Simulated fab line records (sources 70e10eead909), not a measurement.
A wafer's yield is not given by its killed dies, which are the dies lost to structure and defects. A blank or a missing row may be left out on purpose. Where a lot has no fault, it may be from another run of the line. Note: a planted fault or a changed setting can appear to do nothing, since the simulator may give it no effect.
A single fault, viewed from 3 desks	flow nand harc	each desk has only its own numbers; what lay behind them comes last

THE DEFECT DESK
Per lot, the means of the sampled wafers with a number show what the inspections along the route counted. Marked OUT: a lot whose mean sits more than 4 standard deviations from the usual mean, which makes it out of limits; the brackets give that distance.
Columns: A = raw defect count at NHARC_A_ONON_D1_INSPECT_32, usual 77
lot	first seen here	A
L742	day 10 00:07	67
L745	day 11 04:53	51
L754	day 14 23:24	55
L757	day 16 09:05	100
L759	day 17 06:26	42
This desk's verdict: no lot among the 5 shows anything out of limits.

FROM THE METROLOGY DESK
Lot by lot, what the gauges showed, no matter which tool ran the lot: averages of those sampled wafers that carry a number. Marked OUT: a lot whose mean sits more than 4 standard deviations from the usual mean, which makes it out of limits; the brackets give that distance.
Columns: A = thk nm at NHARC_A_ONON_D1_THK_MEAS_34, usual 200.4 nm
lot	first seen here	A
L742	day 10 00:02	200.0
L745	day 11 04:49	201.4
L754	day 14 23:20	204.8
L757	day 16 09:01	201.0
L759	day 17 06:22	197.9
This desk's verdict: no lot among the 5 shows anything out of limits.

TOOL OWNER'S DESK, arfi scanner-02
The tool's own readings at NHARC_A_CHANNEL_HOLE_D1_EXPOSE_07 (exposes mask HOLE D1, target cd 100 nm): means of the sampled wafers that have a number, for each lot that ran on this tool. Marked OUT: a lot whose mean sits more than 4 standard deviations from the usual mean, which makes it out of limits; the brackets give that distance.
Columns: A = exposure dose mJ cm2 at NHARC_A_CHANNEL_HOLE_D1_EXPOSE_07, usual 59.91
lot	first seen here	A
L742	day 10 02:41	59.71
L754	day 15 04:08	58.72 (-4.1) OUT
This desk's finding: out of limits on L754; first on L754, day 15 04:08 (exposure dose mJ cm2 at NHARC_A_CHANNEL_HOLE_D1_EXPOSE_07). L742: within limits.

PUT TOGETHER
At day 15 04:08, on L754, the tool owner's desk was in a position to raise an alarm.
Nothing out of limits was seen by the defect desk.
From the metrology desk's view, nothing was out of limits.
The defect desk has L754 on record, within its limits.
The metrology desk has L754 on record, within its limits.
The lots listed all ran NHARC_A_CHANNEL_HOLE_D1_EXPOSE_07 on arfi scanner-02.

WHAT HAD BEEN PUT IN BY THE SIMULATOR
Process parameters drifting: arfi scanner-02 at NHARC_A_CHANNEL_HOLE_D1_EXPOSE_07, beginning at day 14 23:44. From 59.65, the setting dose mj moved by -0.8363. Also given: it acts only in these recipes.
Struck lots among those shown: L754.
Delay in hours, fault start to first out-of-limits reading, by desk: the tool owner's desk at 4.
